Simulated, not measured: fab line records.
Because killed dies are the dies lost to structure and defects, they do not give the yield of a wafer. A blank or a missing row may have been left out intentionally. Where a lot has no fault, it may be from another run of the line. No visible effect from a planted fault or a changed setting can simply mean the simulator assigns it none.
Matching of chambers | flow nandHarc | rieDiel-11 running NHARC_A_BLC_STRIP_21: 4 sister chambers
The step strips in O2. 4 wafers are shown with their chamber, then 12 later ones without.

## WAFERS WITH THEIR CHAMBER
wafer  | chamber | showerheadPlenumPTorr (Torr)
L091.4 | 0       | 3.35
L091.2 | 1       | 3.69
L091.5 | 3       | 3.35
L091.6 | 2       | 3.47

## WAFERS WHOSE CHAMBER IS MISSING
wafer  | showerheadPlenumPTorr (Torr)
L090.1 | 3.69
L090.2 | 3.34
L090.6 | 3.47
L093.4 | 3.35
L093.5 | 3.69
L093.6 | 3.47
L094.3 | 3.47
L094.4 | 3.69
L094.5 | 3.34
L095.1 | 3.34
L095.2 | 3.35
L095.4 | 3.47

## EACH ONE'S CHAMBER
wafer  | from the rows above     | in truth
L090.1 | 1                       | 1
L090.2 | can't be placed: 0 or 3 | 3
L090.6 | 2                       | 2
L093.4 | can't be placed: 0 or 3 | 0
L093.5 | 1                       | 1
L093.6 | 2                       | 2
L094.3 | 2                       | 2
L094.4 | 1                       | 1
L094.5 | can't be placed: 0 or 3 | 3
L095.1 | can't be placed: 0 or 3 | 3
L095.2 | can't be placed: 0 or 3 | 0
L095.4 | 2                       | 2
Correct placement for 7 of the 12. Unplaceable from these rows: 5, with the true chamber sitting among the candidates in 5. 0 placed wrongly.
How it was worked out, from the rows above alone: a wafer's distance from a chamber is the root of the sum, over the readings, of the square of ((its reading less the chamber's mean) divided by the reading's scatter). If the next closest chamber is less than 2 further off than the closest, the wafer can't be placed; otherwise it belongs to the closest. A chamber's mean is the mean of its shown wafers. The scatter: root of mean squared gap, hidden wafer to nearest shown wafer, with one shown wafer a chamber.
